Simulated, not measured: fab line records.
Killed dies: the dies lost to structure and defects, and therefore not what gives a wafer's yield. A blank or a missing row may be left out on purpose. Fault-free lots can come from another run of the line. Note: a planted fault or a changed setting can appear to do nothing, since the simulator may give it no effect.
Matching of chambers :: flow n5_finfet :: N5_MOL_CONTACT_COAG_STRIP_72 on rie_diel-05: 4 sister chambers
The step strips in N2/H2. 16 wafers are shown with their chamber, then 8 later ones without.

## WAFERS, EACH WITH ITS CHAMBER
wafer: L075.1
chamber: 0
drypump_motor_current_A (A): 5.2
showerhead_plenum_p_Torr (Torr): 2.47
oes_product_au (a.u.): 0.79

wafer: L075.3
chamber: 3
drypump_motor_current_A (A): 4.7
showerhead_plenum_p_Torr (Torr): 2.47
oes_product_au (a.u.): 0.84

wafer: L075.4
chamber: 1
drypump_motor_current_A (A): 5.8
showerhead_plenum_p_Torr (Torr): 2.46
oes_product_au (a.u.): 0.87

wafer: L077.2
chamber: 0
drypump_motor_current_A (A): 5.2
showerhead_plenum_p_Torr (Torr): 2.47
oes_product_au (a.u.): 0.78

wafer: L077.5
chamber: 3
drypump_motor_current_A (A): 4.7
showerhead_plenum_p_Torr (Torr): 2.47
oes_product_au (a.u.): 0.84

wafer: L077.6
chamber: 0
drypump_motor_current_A (A): 5.2
showerhead_plenum_p_Torr (Torr): 2.47
oes_product_au (a.u.): 0.77

wafer: L082.2
chamber: 0
drypump_motor_current_A (A): 5.2
showerhead_plenum_p_Torr (Torr): 2.46
oes_product_au (a.u.): 0.78

wafer: L082.4
chamber: 3
drypump_motor_current_A (A): 4.7
showerhead_plenum_p_Torr (Torr): 2.46
oes_product_au (a.u.): 0.82

wafer: L082.5
chamber: 3
drypump_motor_current_A (A): 4.7
showerhead_plenum_p_Torr (Torr): 2.46
oes_product_au (a.u.): 0.82

wafer: L087.2
chamber: 2
drypump_motor_current_A (A): 6.0
showerhead_plenum_p_Torr (Torr): 2.56
oes_product_au (a.u.): 0.78

wafer: L087.4
chamber: 1
drypump_motor_current_A (A): 5.8
showerhead_plenum_p_Torr (Torr): 2.45
oes_product_au (a.u.): 0.83

wafer: L087.6
chamber: 1
drypump_motor_current_A (A): 5.8
showerhead_plenum_p_Torr (Torr): 2.45
oes_product_au (a.u.): 0.83

wafer: L089.1
chamber: 0
drypump_motor_current_A (A): 5.2
showerhead_plenum_p_Torr (Torr): 2.46
oes_product_au (a.u.): 0.77

wafer: L089.3
chamber: 2
drypump_motor_current_A (A): 6.0
showerhead_plenum_p_Torr (Torr): 2.56
oes_product_au (a.u.): 0.80

wafer: L089.6
chamber: 1
drypump_motor_current_A (A): 5.9
showerhead_plenum_p_Torr (Torr): 2.45
oes_product_au (a.u.): 0.82

wafer: L090.2
chamber: 3
drypump_motor_current_A (A): 4.7
showerhead_plenum_p_Torr (Torr): 2.45
oes_product_au (a.u.): 0.79

SIGNATURES, as means of the wafers listed above
reading: drypump_motor_current_A
chamber 0: 5.200
chamber 1: 5.825
chamber 2: 6.000
chamber 3: 4.700
scatter within a chamber: 0.025

reading: showerhead_plenum_p_Torr
chamber 0: 2.4660
chamber 1: 2.4525
chamber 2: 2.5600
chamber 3: 2.4620
scatter within a chamber: 0.00629

reading: oes_product_au
chamber 0: 0.7780
chamber 1: 0.8375
chamber 2: 0.7900
chamber 3: 0.8220
scatter within a chamber: 0.0174
Rule: a wafer lies at a distance from a chamber equal to the root of the sum of squares, over the readings, of (its reading less the chamber's mean, divided by the reading's scatter). If the next closest chamber is less than 2 further off than the closest, the wafer can't be placed; otherwise it belongs to the closest. The scatter is the square root of a quotient: the sum, over the shown wafers, of each reading's squared deviation from its chamber's mean, divided by wafers minus chambers.

## WAFERS WITH NO CHAMBER GIVEN
wafer: L090.4
drypump_motor_current_A (A): 5.9
showerhead_plenum_p_Torr (Torr): 2.45
oes_product_au (a.u.): 0.81

wafer: L090.5
drypump_motor_current_A (A): 4.7
showerhead_plenum_p_Torr (Torr): 2.45
oes_product_au (a.u.): 0.80

wafer: L091.1
drypump_motor_current_A (A): 6.0
showerhead_plenum_p_Torr (Torr): 2.56
oes_product_au (a.u.): 0.79

wafer: L091.4
drypump_motor_current_A (A): 5.2
showerhead_plenum_p_Torr (Torr): 2.46
oes_product_au (a.u.): 0.75

wafer: L091.6
drypump_motor_current_A (A): 5.9
showerhead_plenum_p_Torr (Torr): 2.44
oes_product_au (a.u.): 0.80

wafer: L096.1
drypump_motor_current_A (A): 5.1
showerhead_plenum_p_Torr (Torr): 2.45
oes_product_au (a.u.): 0.75

wafer: L096.4
drypump_motor_current_A (A): 4.7
showerhead_plenum_p_Torr (Torr): 2.45
oes_product_au (a.u.): 0.79

wafer: L096.5
drypump_motor_current_A (A): 5.9
showerhead_plenum_p_Torr (Torr): 2.44
oes_product_au (a.u.): 0.83

## WHICH CHAMBER EACH ONE RAN IN
wafer: L090.4
from the rows above: 1
in truth: 1

wafer: L090.5
from the rows above: 3
in truth: 3

wafer: L091.1
from the rows above: 2
in truth: 2

wafer: L091.4
from the rows above: 0
in truth: 0

wafer: L091.6
from the rows above: 1
in truth: 1

wafer: L096.1
from the rows above: 0
in truth: 0

wafer: L096.4
from the rows above: 3
in truth: 3

wafer: L096.5
from the rows above: 1
in truth: 1
Placed correctly: 8 of 8. Not placeable from these rows: 0. Wrongly placed: 0.
